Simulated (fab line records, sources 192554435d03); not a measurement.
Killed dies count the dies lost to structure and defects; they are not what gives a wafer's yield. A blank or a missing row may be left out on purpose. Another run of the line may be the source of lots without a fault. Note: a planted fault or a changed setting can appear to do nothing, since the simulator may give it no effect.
Matching of chambers	flow n5_finfet	4 sister chambers for N5_BEOL_M6_VIA_ETCH_34 on rie_diel-02
The step etches SiCOH lowk in C4F6/O2, target depth 126.3 nm, time 50.9 s. 20 wafers are shown with their chamber, then 10 later ones without.

== WAFERS WITH THEIR CHAMBER ==
wafer	chamber	rf_vpp_V (V)	throttle_valve_pct (%)	showerhead_plenum_p_Torr (Torr)
L074.2	3	656	20.64	2.86
L074.5	2	696	20.23	2.98
L074.6	3	656	20.65	2.86
L077.1	2	698	20.24	2.98
L077.2	3	655	20.64	2.86
L077.3	1	691	20.92	2.91
L079.3	1	692	20.93	2.91
L079.5	1	690	20.92	2.91
L079.6	0	669	20.57	2.78
L081.3	0	670	20.58	2.77
L081.4	2	696	20.25	2.98
L081.5	3	656	20.66	2.85
L085.1	0	666	20.60	2.77
L085.3	2	696	20.23	2.97
L085.4	1	690	20.95	2.90
L086.2	2	696	20.26	2.97
L086.4	0	667	20.60	2.77
L086.5	3	655	20.68	2.85
L089.1	0	668	20.62	2.76
L089.4	0	667	20.62	2.76

SIGNATURES (averages over the wafers above)
reading	chamber 0	chamber 1	chamber 2	chamber 3	scatter within a chamber
rf_vpp_V	667.83	690.75	696.40	655.60	1.06
throttle_valve_pct	20.5983	20.9300	20.2420	20.6540	0.0167
showerhead_plenum_p_Torr	2.7683	2.9075	2.9760	2.8560	0.00612
Rule: for each reading, subtract the chamber's mean from the wafer's reading, divide by that reading's scatter and square the result; add these up over the readings and take the root, which gives the wafer's distance from the chamber. The wafer belongs to the nearest chamber; if the next one is less than 2 further off, it can't be placed. How the scatter is found: for the shown wafers, subtract from each reading the mean of its chamber, square and add these, divide the total by (wafers less chambers), then take the root.

== WAFERS WITH NO CHAMBER GIVEN ==
wafer	rf_vpp_V (V)	throttle_valve_pct (%)	showerhead_plenum_p_Torr (Torr)
L089.6	656	20.69	2.84
L091.2	697	20.27	2.96
L091.5	697	20.28	2.96
L091.6	690	20.65	2.90
L094.1	691	20.66	2.90
L094.4	695	20.30	2.96
L094.5	691	20.65	2.90
L092.4	691	20.67	2.90
L092.5	696	20.29	2.96
L092.6	692	20.67	2.90

== THE CHAMBER EACH PASSED THROUGH ==
wafer	from the rows above	in truth
L089.6	3	3
L091.2	2	2
L091.5	2	2
L091.6	1	1
L094.1	1	1
L094.4	2	2
L094.5	1	1
L092.4	1	1
L092.5	2	2
L092.6	1	1
10 of 10 placed correctly. Can't be placed from these rows: 0. Number placed wrongly: 0.
